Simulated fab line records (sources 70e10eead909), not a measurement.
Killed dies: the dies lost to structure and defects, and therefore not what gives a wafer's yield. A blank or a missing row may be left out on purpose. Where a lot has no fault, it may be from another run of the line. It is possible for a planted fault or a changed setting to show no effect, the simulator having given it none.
Chamber matching ; flow nand harc ; NHARC_P_GATE_DESCUM_48 on rie diel-10: 4 sister chambers
The step chemistry O2, time 3 s. 4 wafers are shown with their chamber, then 12 later ones without.

## EACH WAFER AND ITS CHAMBER
wafer;chamber;showerhead plenum p Torr (Torr)
L087.2;1;1.99
L089.3;0;1.89
L090.3;2;1.82
L090.6;3;1.93

## WAFERS WHOSE CHAMBER IS MISSING
wafer;showerhead plenum p Torr (Torr)
L091.1;1.82
L091.5;1.99
L091.6;1.93
L093.2;1.99
L093.3;1.82
L093.4;1.93
L096.1;1.82
L096.2;1.99
L096.4;1.93
L097.1;1.82
L097.2;1.88
L097.3;1.93

## THE CHAMBER EACH PASSED THROUGH
wafer;from the rows above;in truth
L091.1;2;2
L091.5;1;1
L091.6;3;3
L093.2;1;1
L093.3;2;2
L093.4;3;3
L096.1;2;2
L096.2;1;1
L096.4;3;3
L097.1;2;2
L097.2;0;0
L097.3;3;3
Correct placement for 12 of the 12. Can't be placed from these rows: 0. Wrongly placed: 0.
How it was worked out, from the rows above alone: a wafer's distance from a chamber is the root of the sum, over the readings, of the square of ((its reading less the chamber's mean) divided by the reading's scatter). The wafer belongs to the nearest chamber; if the next one is less than 2 further off, it can't be placed. A chamber's mean is the mean of its shown wafers. The scatter: with one shown wafer a chamber, the root of the mean of the squares of how far each hidden wafer lies from its nearest shown one.
